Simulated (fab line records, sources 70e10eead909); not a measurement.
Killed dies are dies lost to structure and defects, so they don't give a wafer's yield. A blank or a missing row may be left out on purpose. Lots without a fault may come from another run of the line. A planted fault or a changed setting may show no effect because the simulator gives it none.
fab line records | flow nand_harc
record lots=11 wafers=33 last_day=34
route steps=1302 shown P_M1@296 END@1302
lots that met no fault: from a run of the same line without faults
start_h: hours from the record's first day to the start of the lot's first wafer shown | wait_h: hours since the lot's step before | " the same as in the row above | L1.1+2: a row that stands for several wafers | - no value, or no start given | * or withheld: withheld | < > ~ a bound
route shown NAME@n: a module of which the file shows steps, and the number in the route of the first | usual: mean/standard deviation of fault-free wafers | same: alike in all rows | chamber/n: place in a boat | sites: the reading at each site | _std_site: their standard deviation | _edge_site: outer sites' mean less inner sites' | radius_mm: how far each site lies from the wafer's centre | mask NAME#n: copy n | behind: the tool/chamber that last shaped the wafer | hold: why the lot was held/for how many hours/how that ended | device: the transistor (n, p or np) that didn't switch | end of line: the same wafers' tests at the end of the route | a step without rows: its recipe alone | killed: dies lost to structure and defects at the first sort, not the wafer's yield | map: a wafer's dies, x killed, . not, _ none there
set.NAME: the setting as run; set.NAME@STEP: as run at that earlier step | model.NAME: the simulator's own value behind a step, which no gauge read
steps of the route over a sample of lots; a table a step, a row a wafer
services: from which hour (start_h, from the record's first day; less than 0 if before it) a tool's chamber was out of use, for how many hours, and why
## steps
# step NHARC_P_M1_OVL_MEAS_10
# recipe pitch_nm=260
# usual overlay_x_nm=0.4/0.88 overlay_y_nm=0.2/0.72
# columns lot.wafer tool chamber start_h wait_h overlay_x_nm overlay_y_nm
L558.1 overlay-01 - 148.23 - -0.2 1.0
L558.2 " - " " 0.1 0.9
L558.4 " - " " 0.0 0.3
L559.3 overlay-01 - 149.93 - 0.1 0.5
L559.5 " - " " 0.1 0.0
L559.6 " - " " -0.2 0.2
L561.1 overlay-01 - 162.55 - 1.5 2.0
L561.4 " - " " 1.6 1.3
L561.5 " - " " 1.7 2.0
L562.4 overlay-01 - 175.20 - 0.7 0.3
L562.5 " - " " 0.8 0.3
L562.6 " - " " 0.5 -0.3
L566.2 overlay-02 - 226.58 - 1.2 0.0
L566.4 " - " " 1.2 0.7
L566.5 " - " " 0.9 1.0
L568.2 overlay-01 - 235.79 - 0.9 -0.1
L568.3 " - " " 0.1 -0.4
L568.4 " - " " 0.3 0.0
L569.2 overlay-01 - 250.01 - -0.2 -0.1
L569.3 " - " " -0.4 0.2
L569.5 " - " " -0.3 -0.5
L574.1 overlay-02 - 297.10 - 1.8 -1.3
L574.3 " - " " 1.1 -1.0
L574.4 " - " " 1.3 -1.5
L575.1 overlay-01 - 304.58 - 0.9 -0.2
L575.5 " - " " 0.8 -0.1
L575.6 " - " " 1.2 0.2
L578.1 overlay-01 - 345.05 - 0.5 0.7
L578.4 " - " " 0.3 0.1
L578.5 " - " " -0.6 0.2
L580.1 overlay-01 - 354.85 - -0.1 -1.7
L580.4 " - " " -0.1 -0.7
L580.5 " - " " 0.1 -1.1
# step NHARC_P_M1_ETCH_35
# recipe target_depth_a=400 overetch_a=120 time_s=43.94 ion_energy_ev=200 n2_flow_sccm=150 h2_flow_sccm=150 ar_flow_sccm=0 rf_w=400 bias_w=150 chemistry=N2/H2
# usual drypump_motor_current_A=5.7/0.46 n2_flow_sccm=150.0/0.42 oes_product_au=0.999/0.0075 rf_vpp_V=430.4/2.3 showerhead_plenum_p_Torr=2.04/0.084 throttle_valve_pct=14.171/0.0096
# columns lot.wafer tool chamber start_h wait_h drypump_motor_current_A n2_flow_sccm oes_product_au rf_hours_counter_h rf_vpp_V showerhead_plenum_p_Torr throttle_valve_pct
L558.2 rie_diel-07 1 148.41 0.1 5.9 150.0 0.996 1 431.5 2.08 14.157
L558.1 " 2 " " 5.1 150.0 1.003 1 430.0 2.01 14.201
L558.4 " 0 " " 5.3 149.2 1.006 1 429.3 2.02 14.179
L559.3 rie_diel-03 3 150.14 0.1 5.4 149.9 1.012 3 429.4 1.97 14.180
L559.5 " 0 " " 6.3 150.5 1.004 - 427.2 1.92 14.165
L559.6 " 1 " " 6.2 150.4 1.004 - 434.0 2.18 14.182
L561.4 rie_diel-03 1 162.74 0.1 6.1 150.0 0.992 4 435.1 2.18 14.171
L561.1 " 0 " " 6.4 150.4 0.995 5 427.7 1.92 14.180
L561.5 " 2 " " 5.3 149.8 1.002 - 429.7 2.01 14.179
L562.4 rie_diel-03 1 175.38 0.1 6.1 150.5 1.009 5 434.6 2.18 14.163
L562.5 " 1 " " 6.1 150.0 0.998 - 433.3 2.18 14.179
L562.6 " 2 " " 5.2 151.0 0.997 - 430.0 2.01 14.178
L566.4 rie_diel-03 3 226.76 0.1 5.4 150.2 1.003 7 429.0 1.97 14.173
L566.2 " 1 " " 6.1 149.9 1.006 7 434.5 2.18 14.164
L566.5 " 3 " " 5.5 149.8 0.993 - 431.2 1.97 14.163
L568.2 rie_diel-06 1 235.97 0.1 6.4 149.4 1.007 33 426.0 1.89 14.177
L568.4 " 2 " " 6.5 149.8 0.992 40 432.6 2.10 14.182
L568.3 " 0 " " 6.0 149.9 0.997 35 430.3 2.04 14.175
L569.2 rie_diel-03 2 250.19 0.1 5.3 149.9 0.996 8 430.4 2.01 14.173
L569.3 " 0 " " 6.3 149.3 1.001 8 427.7 1.92 14.165
L569.5 " 2 " " 5.3 150.2 0.989 - 429.7 2.01 14.171
L574.4 rie_diel-03 3 297.28 0.1 5.4 148.8 1.008 1 427.4 1.97 14.152
L574.1 " 0 " " 6.3 149.4 0.999 0 427.4 1.92 14.178
L574.3 " 1 " " 6.1 149.6 1.001 0 434.7 2.18 14.147
L575.1 rie_diel-07 3 304.77 0.1 5.5 150.0 0.983 0 432.9 2.14 14.164
L575.5 " 2 " " 5.1 149.6 1.003 - 430.1 2.00 14.181
L575.6 " 3 " " 5.5 150.0 0.989 - 431.7 2.14 14.175
L578.4 rie_diel-07 1 345.24 0.1 5.8 150.0 1.003 4 431.3 2.08 14.182
L578.1 " 3 " " 5.5 150.6 0.985 3 433.3 2.14 14.170
L578.5 " 2 " " 5.1 149.8 1.005 - 430.3 2.00 14.187
L580.4 rie_diel-03 3 355.03 0.1 5.5 150.7 1.007 5 429.5 1.97 14.179
L580.1 " 1 " " 6.2 150.4 1.016 4 434.7 2.18 14.180
L580.5 " 2 " " 5.3 149.9 1.004 - 430.4 2.00 14.156
# step NHARC_P_M1_ECD_22
# recipe target_thk_a=4000 bath_temp_c=25 material=Cu
# columns lot.wafer tool chamber start_h wait_h
L558.1+2+4 ecd_cu-01 1,0,0 149.77 -
L559.3+5+6 ecd_cu-02 1,1,0 151.60 -
L561.1+4+5 ecd_cu-02 0,1,0 164.03 -
L562.4+5+6 ecd_cu-01 0,1,0 176.82 -
L566.2+4+5 ecd_cu-01 1,1,0 228.06 -
L568.2+4+3 ecd_cu-02 0,1,0 237.42 -
L569.2+3+5 ecd_cu-01 0,1,1 251.49 -
L574.1+4+3 ecd_cu-02 1,0,1 298.65 -
L575.1+5+6 ecd_cu-02 0,0,1 306.05 -
L578.1+4+5 ecd_cu-01 1 346.59 -
L580.1+4+5 ecd_cu-01 1,0,1 356.45 -
# step NHARC_P_M1_CMP_23
# recipe t_overpolish_s=20 target_thk_nm=157.82
# usual motor_current_A=11.8/0.96 pad_life_wafers=194/94 time_to_endpoint_s=28.1/2.5
# columns lot.wafer tool chamber start_h wait_h motor_current_A pad_life_wafers time_to_endpoint_s
L558.1 cmp-01 0 150.49 - 12.7 252 28.2
L558.4 " 1 " " 11.5 253 29.6
L558.2 " 3 " " 11.9 255 27.7
L559.3 cmp-01 1 152.31 - 11.8 261 29.3
L559.6 " 2 " " 11.7 - 30.7
L559.5 " 3 " " 11.4 - 32.0
L561.4 cmp-04 3 164.74 - 10.9 192 27.8
L561.1 " 2 " " 10.7 195 28.1
L561.5 " 0 " " 13.8 - 29.8
L562.4 cmp-01 2 177.42 - 11.2 367 27.1
L562.6 " 1 " " 11.8 - 26.8
L562.5 " 2 " " 12.0 - 27.7
L566.4 cmp-01 0 228.82 - 12.9 150 27.5
L566.2 " 1 " " 12.1 151 27.9
L566.5 " 1 " " 10.9 - 28.4
L568.4 cmp-01 3 238.15 - 11.6 198 30.6
L568.2 " 1 " " 11.7 200 27.0
L568.3 " 2 " " 11.5 201 28.8
L569.2 cmp-02 3 252.22 - 12.7 96 25.6
L569.3 " 1 " " 11.0 98 27.9
L569.5 " 0 " " 11.9 - 27.5
L574.3 cmp-04 2 299.32 - 10.3 300 26.0
L574.1 " 3 " " 11.4 301 26.6
L574.4 " 0 " " 14.2 302 41.2
L575.1 cmp-04 1 306.77 - 10.5 318 39.5
L575.5 " 1 " " 10.4 - 40.5
L575.6 " 2 " " 11.4 - 19.2
L578.1 cmp-02 2 347.26 - 12.2 48 27.0
L578.4 " 3 " " 12.7 49 25.3
L578.5 " 3 " " 13.1 - 27.4
L580.4 cmp-02 2 357.21 - 12.4 90 25.2
L580.1 " 0 " " 10.9 92 26.9
L580.5 " 3 " " 12.4 - 24.9
# step NHARC_P_M1_DEP_33
# recipe target_thk_a=300 temp_c=370 target_thk_nm=30 pressure_torr=3 flow_sccm=200 rf_w=450 material=SiCN
# usual heater_power_w=611/94 susceptor_temp_C=369.99/0.2
# columns lot.wafer tool chamber start_h wait_h heater_power_w susceptor_temp_C
L558.1 pecvd-02 0 151.11 0.1 662 370.18
L558.2 " 2 " " 453 370.19
L558.4 " 2 " " 459 369.88
L559.3 pecvd-02 2 152.89 0.1 464 370.43
L559.6 " 2 " " 475 370.19
L559.5 " 0 " " 708 370.06
L561.1 pecvd-01 0 165.40 0.1 529 369.98
L561.5 " 0 " " 531 369.86
L561.4 " 1 " " 614 369.97
L562.6 pecvd-02 1 178.15 0.2 646 369.90
L562.5 " 2 " " 445 370.04
L562.4 " 0 " " 658 370.21
L566.2 pecvd-04 0 229.54 0.1 489 369.85
L566.4 " 2 " " 609 369.98
L566.5 " 0 " " 508 370.02
L568.3 pecvd-01 0 238.77 0.1 550 370.11
L568.2 " 2 " " 646 370.21
L568.4 " 2 " " 653 370.37
L569.2 pecvd-01 0 252.88 0.1 611 369.83
L569.3 " 1 " " 629 369.76
L569.5 " 1 " " 632 369.92
L574.3 pecvd-04 2 300.00 0.1 653 370.07
L574.1 " 0 " " 576 370.02
L574.4 " 2 " " 657 370.10
L575.1 pecvd-02 0 307.43 0.1 743 370.36
L575.5 " 2 " " 389 370.03
L575.6 " 1 " " 727 369.95
L578.1 pecvd-02 2 347.88 0.1 404 369.99
L578.5 " 2 " " 398 370.09
L578.4 " 1 " " 704 370.04
L580.1 pecvd-02 0 357.83 0.1 739 369.88
L580.4 " 0 " " 764 370.02
L580.5 " 2 " " 480 369.95
# step NHARC_END_SORT_01
# recipe temp_c=25
# usual defect_limited_yield=91.6/2.6 killed_at_array=52/17 killed_at_other=0.8/1.1 killed_at_periphery=3.2/2.2 killed_dies=57/17 killed_open=3.4/1.8 killed_short=2.4/1.6 sort_bin_2_pct=2.9/1.1 sort_bin_3_pct=0.6/0.38 sort_bin_4_pct=4.8/1.5 sort_n_pass=620/17 sort_rim_yield_pct=92/4.9 sort_yield_pct=91.6/2.6
# same gross_dies=677 sort_bin_5_pct[%]=0 sort_bin_6_pct[%]=0 sort_bin_7_pct[%]=0 sort_bin_8_pct[%]=0 sort_rim_n_gross=106.00
# columns lot.wafer tool chamber start_h wait_h defect_limited_yield[%] killed_at_array killed_at_other killed_at_periphery killed_dies killed_open killed_short sort_bin_2_pct[%] sort_bin_3_pct[%] sort_bin_4_pct[%] sort_n_pass sort_rim_yield_pct[%] sort_yield_pct[%]
L559.3 prober-01 0 577.30 3.1 96.2 21 1 4 26 0 3 1.2 0 2.7 651 97 96.2
L559.5 prober-01 0 578.90 3.7 96.8 20 0 2 22 4 2 1.5 0 1.8 655 95 96.8
L559.6 prober-01 0 579.69 4.0 96.2 22 0 4 26 1 2 1.5 0 2.4 651 98 96.2
L562.4 prober-01 0 621.86 3.4 92.2 49 0 4 53 2 2 3.0 0.7 4.1 624 95 92.2
L562.5 prober-01 0 622.66 3.7 95.0 34 0 0 34 3 1 1.9 0.4 2.7 643 91 95.0
L562.6 prober-01 0 623.46 4.0 92.8 46 0 3 49 5 1 2.8 0.1 4.3 628 99 92.8
L566.2 prober-01 0 656.51 2.8 89.2 72 1 0 73 2 0 4.0 0.1 6.6 604 90 89.2
L566.4 prober-01 0 658.11 3.4 88.3 76 1 2 79 4 2 4.0 1.0 6.6 598 93 88.3
L566.5 prober-01 0 658.90 3.7 88.9 72 2 1 75 6 2 4.1 0.3 6.6 602 98 88.9
L574.1 prober-01 0 742.24 2.5 90.3 62 0 4 66 3 1 3.2 0.9 5.6 611 87 90.3
L574.3 prober-01 0 743.83 3.1 90.1 64 0 3 67 6 1 4.6 0.1 5.2 610 95 90.1
L574.4 prober-01 0 744.63 3.4 89.4 64 1 7 72 4 2 3.7 0.6 6.4 605 78 89.4
L575.1 prober-02 0 742.24 2.5 87.1 81 0 6 87 2 3 5.5 1.2 6.2 590 87 87.1
L575.5 prober-02 0 745.44 3.7 89.1 66 3 5 74 5 5 3.7 1.5 5.8 603 82 89.1
L575.6 prober-02 0 746.24 4.0 86.9 83 0 6 89 5 1 5.3 1.2 6.6 588 97 86.9
# killed by level:class
L559.3 A_CONTACT:chamber_film_flake=7 A_STAIRCASE:chamber_film_flake=4 A_DECK1_JOINT:chamber_film_flake=3 A_CHANNEL_HOLE_D2:chamber_film_flake=2 P_M0:geometric_particle:short=1 A_DECK1_JOINT:geometric_particle:short=1 A_SGD_CUT:geometric_particle:short=1 P_ZERO_WELL:chamber_film_flake=1
L559.5 A_CHANNEL_HOLE_D2:chamber_film_flake=7 A_DECK1_JOINT:chamber_film_flake=3 A_STAIRCASE:chamber_film_flake=3 P_M0:geometric_particle:open=2 A_WL_FILL:geometric_particle:short=2 A_CHANNEL_HOLE_D1:geometric_particle:open=1 A_CONTACT:geometric_particle:open=1 A_CHANNEL_HOLE_D1:chamber_film_flake=1
L559.6 A_CHANNEL_HOLE_D2:chamber_film_flake=7 A_STAIRCASE:chamber_film_flake=4 A_CONTACT:chamber_film_flake=3 P_STI:chamber_film_flake=2 A_CHANNEL_HOLE_D1:chamber_film_flake=2 A_CHANNEL_FILL_D1:geometric_particle:open=1 A_DECK1_JOINT:geometric_particle:short=1 A_ONON_D2:geometric_particle:short=1
L562.4 A_SLIT:chamber_film_flake=33 A_CHANNEL_HOLE_D2:chamber_film_flake=8 A_WL_FILL:geometric_particle:short=2 P_M2:chamber_film_flake=2 A_CHANNEL_HOLE_D1:chamber_film_flake=2 P_M1:geometric_particle:open=1 A_SGD_CUT:geometric_particle:open=1 P_GATE:chamber_film_flake=1
L562.5 A_SLIT:chamber_film_flake=20 A_CHANNEL_HOLE_D2:chamber_film_flake=9 A_CHANNEL_FILL_D2:geometric_particle:short=1 A_SGD_CUT:geometric_particle:open=1 A_WL_FILL:geometric_particle:open=1 A_M0:geometric_particle:open=1 A_CHANNEL_HOLE_D1:chamber_film_flake=1
L562.6 A_SLIT:chamber_film_flake=26 A_CHANNEL_HOLE_D2:chamber_film_flake=9 A_ONON_D1:geometric_particle:open=3 P_M2:chamber_film_flake=2 A_CHANNEL_HOLE_D1:chamber_film_flake=2 A_CHANNEL_HOLE_D2:geometric_particle:open=1 A_WL_FILL:geometric_particle:short=1 A_BLC:geometric_particle:open=1
L566.2 A_CHANNEL_HOLE_D1:chamber_film_flake=35 A_SLIT:chamber_film_flake=22 A_ZERO_WELL:chamber_film_flake=4 A_CONTACT:chamber_film_flake=3 A_STAIRCASE:chamber_film_flake=3 A_ONON_D2:geometric_particle:open=2 A_CHANNEL_FILL_D2:chamber_film_flake=2 A_DECK1_JOINT:chamber_film_flake=1
L566.4 A_SLIT:chamber_film_flake=32 A_CHANNEL_HOLE_D1:chamber_film_flake=22 A_ZERO_WELL:chamber_film_flake=4 A_CHANNEL_FILL_D2:chamber_film_flake=4 A_CONTACT:chamber_film_flake=3 A_DECK1_JOINT:chamber_film_flake=2 P_GATE:geometric_particle:open=1 A_ONON_D1:geometric_particle:open=1
L566.5 A_SLIT:chamber_film_flake=29 A_CHANNEL_HOLE_D1:chamber_film_flake=27 A_ZERO_WELL:chamber_film_flake=4 A_CHANNEL_FILL_D1:geometric_particle:open=2 THIN_TSV:chamber_film_flake=2 A_STAIRCASE:chamber_film_flake=2 P_M0:geometric_particle:open=1 A_ONON_D1:geometric_particle:short=1
L574.1 A_CHANNEL_HOLE_D1:chamber_film_flake=25 A_CHANNEL_HOLE_D2:chamber_film_flake=21 A_SLIT:chamber_film_flake=7 P_ZERO_WELL:chamber_film_flake=3 A_STAIRCASE:chamber_film_flake=3 A_CHANNEL_HOLE_D2:geometric_particle:open=2 A_CONTACT:chamber_film_flake=2 P_CONTACT:geometric_particle:short=1
L575.1 A_CHANNEL_HOLE_D1:chamber_film_flake=33 A_SLIT:chamber_film_flake=21 A_CHANNEL_HOLE_D2:chamber_film_flake=14 A_WL_FILL:chamber_film_flake=7 P_M1:chamber_film_flake=3 A_M0:geometric_particle:short=2 P_M1:geometric_particle:open=1 A_CHANNEL_FILL_D1:geometric_particle:short=1
L574.3 A_CHANNEL_HOLE_D1:chamber_film_flake=29 A_CHANNEL_HOLE_D2:chamber_film_flake=23 A_SLIT:chamber_film_flake=2 A_CONTACT:chamber_film_flake=2 P_CONTACT:geometric_particle:open=1 A_ONON_D1:geometric_particle:open=1 A_DECK1_JOINT:geometric_particle:open=1 A_CHANNEL_FILL_D2:geometric_particle:open=1
L574.4 A_CHANNEL_HOLE_D1:chamber_film_flake=28 A_CHANNEL_HOLE_D2:chamber_film_flake=19 A_CONTACT:chamber_film_flake=8 P_M1:chamber_film_flake=3 A_SLIT:chamber_film_flake=3 P_GATE:chamber_film_flake=2 P_GATE:geometric_particle:open=1 P_M0:geometric_particle:open=1
L575.5 A_SLIT:chamber_film_flake=21 A_CHANNEL_HOLE_D1:chamber_film_flake=19 A_CHANNEL_HOLE_D2:chamber_film_flake=9 P_M1:chamber_film_flake=4 A_WL_FILL:chamber_film_flake=3 THIN_TSV:chamber_film_flake=3 A_CHANNEL_FILL_D2:geometric_particle:short=2 A_WL_FILL:geometric_particle:short=2
L575.6 A_CHANNEL_HOLE_D1:chamber_film_flake=32 A_SLIT:chamber_film_flake=26 A_CHANNEL_HOLE_D2:chamber_film_flake=10 P_M1:chamber_film_flake=4 A_STAIRCASE:chamber_film_flake=4 A_WL_FILL:chamber_film_flake=3 A_CONTACT:chamber_film_flake=2 P_CONTACT:geometric_particle:short=1
## services
# columns tool chamber start_h hours kind
pecvd-01 - 130.00 13.0 pm
ecd_cu-02 - 135.35 1.1 repair
rie_diel-03 2 146.94 5.3 repair
cmp-01 - 185.52 4.0 pm
pecvd-02 2 185.88 12.9 repair
rie_diel-03 1 189.58 4.1 repair
ecd_cu-01 - 204.67 8.0 pm
rie_diel-03 0 208.23 8.5 repair
rie_diel-03 - 214.31 0.3 repair
pecvd-02 2 222.39 4.6 repair
pecvd-02 - 227.16 13.0 pm
ecd_cu-02 - 232.95 1.3 repair
cmp-01 - 236.51 0.7 repair
ecd_cu-02 - 244.56 8.0 pm
cmp-01 - 246.32 1.9 repair
rie_diel-03 0 259.78 7.5 repair
cmp-01 - 273.04 1.2 repair
rie_diel-03 - 281.34 9.0 pm
cmp-01 - 283.52 4.0 pm
ecd_cu-01 - 294.01 8.2 repair
ecd_cu-02 - 323.51 0.9 repair
pecvd-02 - 341.51 0.5 repair
ecd_cu-02 - 342.08 1.9 repair
rie_diel-03 - 344.68 1.2 repair
## key
first_sign step=NHARC_P_M1_CMP_23 reading=time_to_endpoint_s direction=up sigmas=4.9 usual=* struck=*
effect none on later readings
met_at NHARC_P_M1_ECD_22
struck_lots L574,L575
struck_wafers L574.4,L575.1,L575.5
not_acting_at NHARC_P_M1_OVL_MEAS_10,NHARC_P_M1_ETCH_35,NHARC_P_M1_DEP_33
onset_between 237.42 298.65
fault kind=process_parameter_drift tool=ecd_cu-02 chamber=0 onset_h=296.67 steps=NHARC_P_M1_ECD_22 channel=target_thk_a offset=* shape=step end_h=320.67 acts_in=* stated=*
